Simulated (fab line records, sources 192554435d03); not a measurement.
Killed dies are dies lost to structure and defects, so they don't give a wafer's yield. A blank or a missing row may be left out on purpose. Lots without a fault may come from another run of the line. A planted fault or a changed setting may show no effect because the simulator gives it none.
Chamber matching | flow n5_finfet | N5_BEOL_M0_PRE_CLEAN_131 on cvd_co-01: 3 sister chambers
The step time 15 s. 20 wafers are shown with their chamber, then 10 later ones without.

WAFERS WITH THEIR CHAMBER
wafer  | chamber | heater_power_w (W)
L074.1 | 2       | 143
L074.2 | 0       | 91
L074.5 | 2       | 142
L075.3 | 0       | 90
L075.4 | 2       | 146
L075.5 | 0       | 92
L080.2 | 2       | 144
L080.3 | 1       | 61
L080.4 | 0       | 91
L084.3 | 2       | 140
L084.5 | 2       | 138
L084.6 | 1       | 60
L086.3 | 0       | 95
L086.4 | 2       | 141
L086.5 | 0       | 90
L087.3 | 2       | 143
L087.4 | 0       | 94
L087.5 | 0       | 92
L090.4 | 0       | 91
L090.5 | 0       | 93

SIGNATURES (means of the wafers above)
reading        | chamber 0 | chamber 1 | chamber 2 | scatter within a chamber
heater_power_w | 91.90     | 60.50     | 142.12    | 2
Rule: a wafer's distance from a chamber is the root of the sum, over the readings, of the square of ((its reading less the chamber's mean) divided by the reading's scatter). The wafer belongs to the nearest chamber; if the next one is less than 2 further off, it can't be placed. The scatter: the root of (the sum of the squares of (reading less its chamber's mean) over the shown wafers, divided by (wafers less chambers)).

WAFERS WITHOUT THEIR CHAMBER
wafer  | heater_power_w (W)
L090.6 | 144
L095.4 | 94
L095.5 | 89
L095.6 | 143
L096.1 | 92
L096.3 | 144
L096.5 | 146
L097.2 | 93
L097.4 | 62
L097.5 | 143

WHICH CHAMBER EACH WENT THROUGH
wafer  | from the rows above | in truth
L090.6 | 2                   | 2
L095.4 | 0                   | 0
L095.5 | 0                   | 0
L095.6 | 2                   | 2
L096.1 | 0                   | 0
L096.3 | 2                   | 2
L096.5 | 2                   | 2
L097.2 | 0                   | 0
L097.4 | 1                   | 1
L097.5 | 2                   | 2
Placed correctly: 10 of 10. Can't be placed from these rows: 0. Placed wrongly: 0.
